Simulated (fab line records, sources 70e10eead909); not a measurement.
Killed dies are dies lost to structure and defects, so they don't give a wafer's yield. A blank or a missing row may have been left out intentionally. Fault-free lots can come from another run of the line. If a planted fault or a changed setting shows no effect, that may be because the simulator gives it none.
Chamber matching + flow nand harc + NHARC_P_CONTACT_CMP_24 on cmp-01 has 4 sister chambers
The step polishes, t overpolish 30 s, target thk 200 nm. 18 wafers are shown with their chamber, then 9 later ones without.

## EACH WAFER AND ITS CHAMBER
| wafer  | chamber | motor current A (A) | overpolish run s (s) | time to endpoint s (s) |
|--------|---------|---------------------|----------------------|------------------------|
| L075.1 | 3       | 11.0                | 29.994               | 41.1                   |
| L075.5 | 1       | 12.2                | 29.998               | 38.3                   |
| L075.6 | 0       | 11.6                | 30.006               | 35.1                   |
| L082.3 | 1       | 12.1                | 29.992               | 38.4                   |
| L082.4 | 3       | 10.7                | 30.002               | 36.7                   |
| L082.5 | 3       | 11.2                | 29.998               | 38.0                   |
| L083.1 | 2       | 11.2                | 30.003               | 39.5                   |
| L083.4 | 3       | 11.0                | 29.978               | 40.6                   |
| L083.6 | 0       | 11.6                | 29.994               | 39.5                   |
| L085.2 | 0       | 11.8                | 30.006               | 38.9                   |
| L085.3 | 2       | 10.7                | 30.010               | 41.4                   |
| L085.4 | 1       | 12.0                | 30.011               | 38.1                   |
| L086.1 | 2       | 11.2                | 30.003               | 40.7                   |
| L086.4 | 1       | 12.3                | 30.017               | 40.6                   |
| L086.6 | 3       | 10.8                | 29.985               | 41.2                   |
| L087.2 | 1       | 11.9                | 30.003               | 41.6                   |
| L087.4 | 2       | 10.8                | 30.009               | 42.6                   |
| L087.5 | 0       | 11.8                | 29.994               | 39.2                   |

SIGNATURES (averages over the wafers above)
| reading            | chamber 0 | chamber 1 | chamber 2 | chamber 3 | scatter within a chamber |
|--------------------|-----------|-----------|-----------|-----------|--------------------------|
| motor current A    | 11.700    | 12.100    | 10.975    | 10.940    | 0.189                    |
| overpolish run s   | 30.00000  | 30.00420  | 30.00625  | 29.99140  | 0.00832                  |
| time to endpoint s | 38.175    | 39.400    | 41.050    | 39.520    | 1.79                     |
Rule: for a wafer and a chamber, the distance is found by dividing, reading by reading, the gap between the wafer's reading and the chamber's mean by the reading's scatter, squaring, summing and taking the root. If the next closest chamber is less than 2 further off than the closest, the wafer can't be placed; otherwise it belongs to the closest. The scatter: take each reading less its chamber's mean, square it, sum over the shown wafers, divide by the number of wafers less the number of chambers, and take the root.

## WAFERS WHOSE CHAMBER IS MISSING
| wafer  | motor current A (A) | overpolish run s (s) | time to endpoint s (s) |
|--------|---------------------|----------------------|------------------------|
| L090.1 | 11.4                | 29.990               | 36.4                   |
| L090.3 | 11.7                | 30.004               | 39.6                   |
| L090.6 | 12.2                | 29.997               | 35.7                   |
| L092.1 | 11.4                | 29.984               | 40.8                   |
| L092.2 | 10.6                | 29.997               | 42.4                   |
| L092.5 | 11.8                | 29.988               | 43.2                   |
| L093.3 | 10.9                | 29.997               | 39.9                   |
| L093.5 | 12.2                | 29.997               | 38.4                   |
| L093.6 | 11.0                | 30.000               | 39.3                   |

## CHAMBER TAKEN BY EACH
| wafer  | from the rows above               | in truth |
|--------|-----------------------------------|----------|
| L090.1 | can't be placed: 0 or 3 or 2      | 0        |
| L090.3 | can't be placed: 0 or 1           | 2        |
| L090.6 | can't be placed: 1 or 0           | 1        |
| L092.1 | can't be placed: 3 or 0 or 2 or 1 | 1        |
| L092.2 | can't be placed: 2 or 3           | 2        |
| L092.5 | can't be placed: 0 or 1 or 3 or 2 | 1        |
| L093.3 | can't be placed: 3 or 2           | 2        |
| L093.5 | can't be placed: 1 or 0           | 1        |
| L093.6 | can't be placed: 3 or 2           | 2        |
Placed correctly: 0 of 9. Can't be placed from these rows: 9 (the true chamber is among the candidates in 8). Placed wrongly: 0.
